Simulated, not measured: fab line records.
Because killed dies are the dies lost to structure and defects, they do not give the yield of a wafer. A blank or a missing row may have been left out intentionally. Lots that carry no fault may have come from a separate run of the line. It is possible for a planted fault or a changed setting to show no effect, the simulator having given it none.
Chamber matching :: flow n5_finfet :: cvd_co-02 running N5_BEOL_M11_CVD_75: 3 sister chambers
The step deposits Co from CCTBA/H2, target thk 2 nm, time 138.9 s. 3 wafers are shown with their chamber, then 7 later ones without.

## WAFERS PAIRED WITH THEIR CHAMBERS
wafer: L932.5
chamber: 0
run_length_s (s): 161.7

wafer: L934.2
chamber: 1
run_length_s (s): 162.0

wafer: L934.5
chamber: 2
run_length_s (s): 161.0

## WAFERS WITH NO CHAMBER GIVEN
wafer: L937.4
run_length_s (s): 161.7

wafer: L941.1
run_length_s (s): 161.5

wafer: L947.2
run_length_s (s): 162.3

wafer: L947.3
run_length_s (s): 161.6

wafer: L947.4
run_length_s (s): 162.1

wafer: L949.2
run_length_s (s): 161.9

wafer: L949.3
run_length_s (s): 161.6

## WHICH CHAMBER EACH WENT THROUGH
wafer: L937.4
from the rows above: can't be placed: 0 or 1
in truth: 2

wafer: L941.1
from the rows above: can't be placed: 0 or 1 or 2
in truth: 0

wafer: L947.2
from the rows above: can't be placed: 1 or 0
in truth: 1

wafer: L947.3
from the rows above: can't be placed: 0 or 1
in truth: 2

wafer: L947.4
from the rows above: can't be placed: 1 or 0
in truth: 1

wafer: L949.2
from the rows above: can't be placed: 1 or 0
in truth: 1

wafer: L949.3
from the rows above: can't be placed: 0 or 1
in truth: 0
Correct placement for 0 of the 7. Not placeable from these rows: 7 (in 5, the candidates include the true chamber). Wrongly placed: 0.
How it was worked out, from the rows above alone: a wafer's distance from a chamber is the root of the sum, over the readings, of the square of ((its reading less the chamber's mean) divided by the reading's scatter). If the next closest chamber is less than 2 further off than the closest, the wafer can't be placed; otherwise it belongs to the closest. The mean given for a chamber averages the wafers shown for that chamber. The scatter: root of mean squared gap, hidden wafer to nearest shown wafer, with one shown wafer a chamber.
